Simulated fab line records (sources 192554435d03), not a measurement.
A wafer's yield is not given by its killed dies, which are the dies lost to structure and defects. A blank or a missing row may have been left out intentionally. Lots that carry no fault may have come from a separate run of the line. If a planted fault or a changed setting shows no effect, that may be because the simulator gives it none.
fab line records	flow n5_finfet	part 2 of 2: steps 5 to 6 of 6
record: lots: 19	wafers: 57	last_day: 18
route steps=1938 shown BEOL_M4@1060 BEOL_M5@1131
lots that met no fault: from a run of the same line without faults
start_h: the number of hours between the record's first day and the start of the first shown wafer of the lot	wait_h: hours since the lot's step before	" identical to the entry in the row above	L1.1+2: a single row standing in for several wafers	- either no value or no given start	* or withheld: withheld	< > ~ a bound
route shown NAME@n: a module of which the file shows steps, and the number in the route of the first	usual: mean and standard deviation over wafers with no fault	same: alike in all rows	chamber/n: place in a boat	sites: per-site readings	_std_site: their standard deviation	_edge_site: outer sites' mean less inner sites'	radius_mm: for every site, how far away it sits from the centre of the wafer	mask NAME#n: copy n	behind: the tool/chamber that last shaped the wafer	hold: cause of the lot's hold/its duration in hours/its outcome	device: transistor that didn't switch, given as n, p or np	end of line: the route-end tests of the same wafers	a step without rows: its recipe alone	killed: the dies lost at the first sort to structure and to defects; this is not the yield of the wafer	map: the dies of a wafer, with x for killed, . for not killed, _ for no die there
set.NAME: the setting as run; set.NAME@STEP: as run at that earlier step	model.NAME: the simulator's own value behind a step, which no gauge read
the route's steps for a sample of lots (tables are steps, rows are wafers)
services: from which hour (start_h, from the record's first day; less than 0 if before it) a tool's chamber was out of use, for how many hours, and why
== steps ==
step: N5_BEOL_M4_CMP_52
recipe: stop_on: SiOC	t_overpolish_s: 6.8	down_force_psi: 1	platen_rpm: 50	clearing_platen_down_force_psi: 1.5	clearing_platen_rpm: 50	post_cmp_clean: cu_alkaline	target_thk_nm: 40	clearing_platen_pad_velocity_m_s: 0.99484	pad_velocity_m_s: 0.99484
usual: barrier_field_endpoint_s: 24.7/0.78	clearing_platen_rpm: 50.000/0.027	motor_current_A: 6.1/0.78	overpolish_run_s: 6.799/0.0087	time_to_endpoint_s: 64/4.1
same: t_overpolish_s: 6.8
lot.wafer	tool	chamber	start_h	wait_h	barrier_field_endpoint_s	clearing_platen_rpm	motor_current_A	overpolish_run_s	time_to_endpoint_s
L074.3	cmp-03	2	161.02	0.2	24.2	50.004	6.4	6.788	59
L074.1	"	1	"	"	24.1	50.016	6.7	6.802	65
L074.6	"	2	"	"	24.5	50.012	6.2	6.799	58
L075.1	cmp-03	0	172.32	0.3	24.3	50.021	7.0	6.783	59
L075.4	"	2	"	"	24.5	50.025	6.3	6.806	61
L075.5	"	0	"	"	23.7	49.995	7.3	6.809	56
L076.2	cmp-04	1	191.71	0.3	24.6	49.957	6.3	6.802	64
L076.3	"	3	"	"	24.3	50.021	5.1	6.799	69
L076.6	"	1	"	"	24.8	49.964	7.0	6.809	64
L077.4	cmp-04	2	196.20	0.1	25.1	49.994	7.1	6.788	67
L077.1	"	0	"	"	25.0	49.997	4.9	6.801	65
L077.2	"	1	"	"	24.4	50.047	6.9	6.794	63
L080.4	cmp-02	1	196.78	0.1	24.3	49.976	6.1	6.794	64
L080.3	"	3	"	"	24.2	50.002	6.1	6.803	62
L080.2	"	0	"	"	23.9	50.007	6.8	6.803	63
L078.1	cmp-03	1	203.80	0.3	24.3	50.026	6.5	6.806	61
L078.2	"	3	"	"	24.1	50.002	5.8	6.797	60
L078.6	"	1	"	"	25.0	50.038	6.3	6.803	63
L079.3	cmp-04	3	205.92	0.2	25.8	50.015	5.1	6.789	71
L079.1	"	0	"	"	25.4	50.020	4.6	6.796	71
L079.5	"	3	"	"	26.7	49.960	5.2	6.799	75
L083.4	cmp-03	2	219.60	1.2	24.5	50.036	6.2	6.802	58
L083.3	"	1	"	"	23.9	49.956	6.2	6.803	58
L083.5	"	2	"	"	24.6	50.044	5.9	6.795	60
L082.2	cmp-02	1	221.96	0.2	25.7	49.961	5.5	6.805	62
L082.3	"	2	"	"	24.5	49.992	7.2	6.787	61
L082.6	"	0	"	"	24.3	50.007	7.1	6.799	59
L085.2	cmp-04	2	231.45	0.2	24.3	49.976	6.6	6.800	64
L085.5	"	2	"	"	24.9	49.960	7.1	6.822	64
L085.6	"	3	"	"	25.3	49.955	5.1	6.791	68
L086.2	cmp-02	3	249.43	0.2	24.8	49.998	5.6	6.803	62
L086.1	"	2	"	"	25.3	50.019	6.8	6.804	68
L086.5	"	3	"	"	25.5	49.964	6.0	6.816	65
L087.4	cmp-03	1	249.74	0.2	24.3	49.979	6.2	6.789	60
L087.2	"	2	"	"	23.7	49.997	6.0	6.809	59
L087.6	"	0	"	"	24.2	49.975	7.0	6.798	58
L088.1	cmp-03	2	253.87	0.3	23.3	50.061	6.0	6.783	59
L088.6	"	0	"	"	24.6	50.010	6.9	6.814	59
L088.5	"	1	"	"	24.3	50.000	6.5	6.797	61
L091.4	cmp-02	2	260.45	0.2	26.6	50.023	6.8	6.791	69
L091.5	"	3	"	"	26.1	49.984	5.6	6.790	68
L091.6	"	0	"	"	25.4	49.996	7.0	6.807	63
L092.2	cmp-04	2	275.79	0.2	25.8	49.989	7.1	6.791	64
L092.4	"	3	"	"	26.2	50.004	4.8	6.796	69
L092.1	"	1	"	"	25.6	50.001	6.4	6.814	64
L093.4	cmp-04	2	287.78	0.1	25.4	49.996	6.8	6.789	66
L093.3	"	0	"	"	24.8	50.015	5.0	6.799	68
L093.1	"	1	"	"	24.3	50.024	6.7	6.799	66
L095.4	cmp-04	3	291.02	0.2	25.0	50.030	4.8	6.796	68
L095.2	"	1	"	"	23.2	50.013	6.6	6.795	59
L095.5	"	3	"	"	25.1	49.965	5.0	6.799	66
L096.4	cmp-02	2	309.03	0.1	24.8	50.005	7.0	6.790	61
L096.1	"	1	"	"	24.7	49.991	5.6	6.788	62
L096.5	"	2	"	"	24.8	49.983	6.7	6.798	61
L097.1	cmp-04	1	315.73	0.3	24.6	49.998	6.6	6.800	66
L097.4	"	2	"	"	25.1	50.034	6.8	6.805	65
L097.6	"	3	"	"	26.0	50.011	5.1	6.787	70
step: N5_BEOL_M5_ETCH_61
recipe: chemistry: CF4	target: SiARC	target_depth_a: 156	mask_material: CAR-EUV	time_s: 26	ion_energy_ev: 80	pressure_mtorr: 40	source_w: 545	bias_w: 36	Ar_flow_sccm: 100	cf4_flow_sccm: 100	ends: cleared
usual: drypump_motor_current_A: 5.8/0.54	etch_rf_on_time_s: 26.0/0.6	oes_product_au: 0.68/0.077	rf_fwd_power_W: 532.1/2	rf_vpp_V: 184.4/1.1	showerhead_plenum_p_Torr: 2.17/0.06	throttle_valve_pct: 15.6/0.34
lot.wafer	tool	chamber	start_h	wait_h	drypump_motor_current_A	etch_rf_on_time_s	oes_product_au	rf_fwd_power_W	rf_hours_counter_h	rf_vpp_V	showerhead_plenum_p_Torr	throttle_valve_pct
L074.1	rie_diel-02	1	164.26	0.0	5.4	25.6	0.73	531.4	58	184.1	2.17	15.2
L074.3	"	3	"	"	6.5	25.8	0.79	534.2	25	186.4	2.26	15.4
L074.6	"	0	"	"	5.1	26.1	0.59	531.9	-	183.6	2.12	15.9
L075.1	rie_diel-02	0	176.35	0.0	5.1	26.0	0.60	532.5	198	183.8	2.12	15.9
L075.4	"	2	"	"	6.6	25.5	0.78	533.1	21	186.0	2.19	15.1
L075.5	"	1	"	"	5.4	25.3	0.73	533.5	-	185.1	2.16	15.2
L076.2	rie_diel-03	2	194.99	0.0	5.1	27.1	0.67	533.6	107	183.7	2.15	15.7
L076.3	"	1	"	"	6.0	26.7	0.63	534.8	174	183.3	2.05	15.8
L076.6	"	3	"	"	5.7	25.9	0.75	532.1	-	185.8	2.27	15.3
L077.1	rie_diel-02	3	200.59	0.0	6.6	25.6	0.78	532.8	35	185.4	2.26	15.4
L077.2	"	1	"	"	5.4	25.1	0.72	532.5	70	182.7	2.16	15.2
L077.4	"	0	"	"	5.1	26.1	0.59	533.8	206	183.0	2.11	15.9
L080.2	rie_diel-02	0	200.86	0.0	5.1	26.4	0.58	531.6	206	183.1	2.11	15.9
L080.3	"	2	"	"	6.6	25.9	0.75	531.3	29	183.6	2.19	15.1
L080.4	"	3	"	"	6.6	25.8	0.77	531.5	35	184.8	2.26	15.4
L078.1	rie_diel-03	2	208.69	0.0	5.0	27.0	0.67	530.7	111	183.3	2.15	15.7
L078.2	"	3	"	"	5.6	25.9	0.75	531.5	43	184.0	2.27	15.3
L078.6	"	1	"	"	6.0	26.7	0.63	532.5	-	182.5	2.05	15.8
L079.1	rie_diel-02	2	209.15	0.0	6.7	25.8	0.76	534.3	32	184.0	2.19	15.1
L079.3	"	0	"	"	5.1	26.3	0.59	535.6	209	184.0	2.11	15.9
L079.5	"	1	"	"	5.4	25.3	0.72	529.5	-	183.4	2.16	15.2
L083.3	rie_diel-03	2	224.97	0.0	5.0	26.6	0.67	531.0	116	185.5	2.15	15.7
L083.4	"	1	"	"	6.0	26.5	0.63	538.5	182	183.4	2.04	15.8
L083.5	"	2	"	"	5.0	26.9	0.67	528.8	-	183.9	2.15	15.8
L082.2	rie_diel-02	0	225.66	0.0	5.1	26.0	0.59	530.3	214	183.3	2.11	16.0
L082.3	"	3	"	"	6.6	25.6	0.76	528.3	42	185.1	2.26	15.4
L082.6	"	0	"	"	5.1	26.2	0.59	533.0	-	183.1	2.11	16.0
L085.2	rie_diel-04	1	234.85	0.0	6.3	26.6	0.61	534.3	207	183.9	2.21	15.4
L085.5	"	2	"	"	5.8	26.3	0.61	529.6	-	183.1	2.22	16.0
L085.6	"	3	"	"	5.7	24.7	0.85	534.2	-	184.6	2.18	15.0
L086.1	rie_diel-04	2	254.19	0.0	5.7	26.0	0.61	529.8	175	185.2	2.22	16.0
L086.2	"	1	"	"	6.3	26.4	0.61	533.2	213	185.5	2.21	15.4
L086.5	"	1	"	"	6.3	26.8	0.60	537.2	-	184.3	2.21	15.4
L087.2	rie_diel-02	1	254.63	0.0	5.4	25.4	0.70	529.7	86	185.0	2.16	15.3
L087.4	"	3	"	"	6.6	25.6	0.76	528.7	51	186.2	2.26	15.5
L087.6	"	3	"	"	6.6	25.9	0.75	528.7	-	185.8	2.26	15.5
L088.1	rie_diel-04	0	257.20	0.0	5.6	26.7	0.60	531.5	206	183.9	2.12	16.0
L088.5	"	0	"	"	5.6	26.7	0.60	531.8	-	183.9	2.12	16.0
L088.6	"	3	"	"	5.7	24.7	0.82	532.2	-	185.6	2.18	15.0
L091.4	rie_diel-02	1	263.62	0.0	5.4	25.8	0.70	531.3	89	185.9	2.15	15.3
L091.5	"	0	"	"	5.1	26.4	0.58	535.3	-	181.9	2.11	16.0
L091.6	"	1	"	"	5.4	25.7	0.70	531.1	-	185.0	2.15	15.3
L092.1	rie_diel-04	3	279.22	0.0	5.7	24.1	0.82	531.0	24	183.8	2.18	15.0
L092.2	"	1	"	"	6.3	26.1	0.62	532.5	219	184.6	2.20	15.5
L092.4	"	0	"	"	5.6	26.2	0.59	531.1	213	184.3	2.12	16.0
L093.1	rie_diel-02	3	291.91	0.0	6.6	25.6	0.74	531.0	63	184.9	2.25	15.5
L093.3	"	0	"	"	5.1	26.2	0.57	531.0	235	183.2	2.10	16.0
L093.4	"	1	"	"	5.4	25.2	0.69	530.2	98	185.4	2.15	15.3
L095.2	rie_diel-03	1	295.03	0.0	6.0	26.3	0.62	537.7	204	183.9	2.04	15.8
L095.4	"	3	"	"	5.6	26.0	0.72	532.7	68	185.6	2.26	15.4
L095.5	"	2	"	"	5.0	27.2	0.65	531.8	-	184.5	2.14	15.8
L096.1	rie_diel-03	3	314.79	0.0	5.6	25.7	0.72	534.3	75	186.5	2.26	15.4
L096.4	"	0	"	"	5.9	26.8	0.61	533.2	202	184.2	2.13	15.7
L096.5	"	1	"	"	6.0	26.1	0.61	536.0	-	183.3	2.03	15.9
L097.1	rie_diel-02	3	320.11	0.0	6.5	25.9	0.72	533.3	76	185.9	2.25	15.5
L097.4	"	2	"	"	6.6	26.2	0.71	532.6	70	183.2	2.17	15.2
L097.6	"	1	"	"	5.4	25.5	0.68	533.3	-	183.9	2.15	15.3
== services ==
tool	chamber	start_h	hours	kind
pvd_sputter-02	-	138.49	1.9	repair
cmp-02	-	149.95	1.8	repair
cmp-04	-	158.07	4.0	pm
cmp-02	-	158.13	5.8	repair
rie_diel-06	3	159.99	6.8	repair
cmp-04	-	163.54	6.9	pm
cmp-04	-	182.52	2.2	repair
rie_diel-02	3	190.09	4.6	repair
cmp-04	-	190.31	1.1	repair
cmp-03	-	196.14	5.3	pm
cmp-04	-	212.95	18.4	pm
rie_diel-05	1	221.26	6.6	repair
cmp-03	-	224.34	1.3	repair
cmp-03	-	238.35	2.4	repair
rie_diel-01	2	252.91	7.8	repair
cmp-03	-	263.56	1.7	repair
cmp-04	-	265.44	5.6	pm
rie_diel-02	1	266.25	1.6	repair
cmp-03	-	289.50	4.0	pm
cmp-03	-	297.22	4.2	pm
cmp-04	-	302.21	1.7	repair
rie_diel-02	0	307.62	3.9	repair
rie_diel-06	3	309.61	11.3	repair
cmp-03	-	311.08	1.1	repair
